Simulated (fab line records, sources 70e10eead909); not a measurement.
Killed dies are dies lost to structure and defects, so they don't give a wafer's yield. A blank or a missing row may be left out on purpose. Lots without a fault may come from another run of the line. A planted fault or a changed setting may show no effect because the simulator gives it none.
Chamber matching | flow nand_harc | NHARC_A_CONTACT_DEP_58 on pecvd-04: 3 sister chambers
The step deposits SiON, target thk 90 nm. 16 wafers are shown with their chamber, then 8 later ones without.

WAFERS WITH THEIR CHAMBER
wafer  | chamber | heater_power_w (W)
L077.2 | 2       | 657
L077.3 | 0       | 679
L077.5 | 0       | 676
L076.3 | 1       | 787
L076.4 | 2       | 575
L076.6 | 1       | 763
L081.2 | 0       | 727
L081.3 | 0       | 732
L081.5 | 0       | 610
L088.1 | 0       | 625
L088.2 | 1       | 731
L088.5 | 2       | 581
L091.1 | 1       | 704
L091.4 | 2       | 637
L091.5 | 0       | 670
L092.1 | 1       | 755

SIGNATURES (means of the wafers above)
reading        | chamber 0 | chamber 1 | chamber 2 | scatter within a chamber
heater_power_w | 674.14    | 748.00    | 612.50    | 40.9
Rule: a wafer's distance from a chamber is the root of the sum, over the readings, of the square of ((its reading less the chamber's mean) divided by the reading's scatter). The wafer belongs to the nearest chamber; if the next one is less than 2 further off, it can't be placed. The scatter: the root of (the sum of the squares of (reading less its chamber's mean) over the shown wafers, divided by (wafers less chambers)).

WAFERS WITHOUT THEIR CHAMBER
wafer  | heater_power_w (W)
L092.2 | 670
L092.6 | 747
L094.4 | 636
L094.5 | 836
L094.6 | 575
L097.3 | 624
L097.4 | 618
L097.6 | 721

WHICH CHAMBER EACH WENT THROUGH
wafer  | from the rows above          | in truth
L092.2 | can't be placed: 0 or 2 or 1 | 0
L092.6 | can't be placed: 1 or 0      | 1
L094.4 | can't be placed: 2 or 0      | 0
L094.5 | can't be placed: 1 or 0      | 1
L094.6 | can't be placed: 2 or 0      | 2
L097.3 | can't be placed: 2 or 0      | 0
L097.4 | can't be placed: 2 or 0      | 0
L097.6 | can't be placed: 1 or 0 or 2 | 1
Placed correctly: 0 of 8. Can't be placed from these rows: 8 (the true chamber is among the candidates in 8). Placed wrongly: 0.
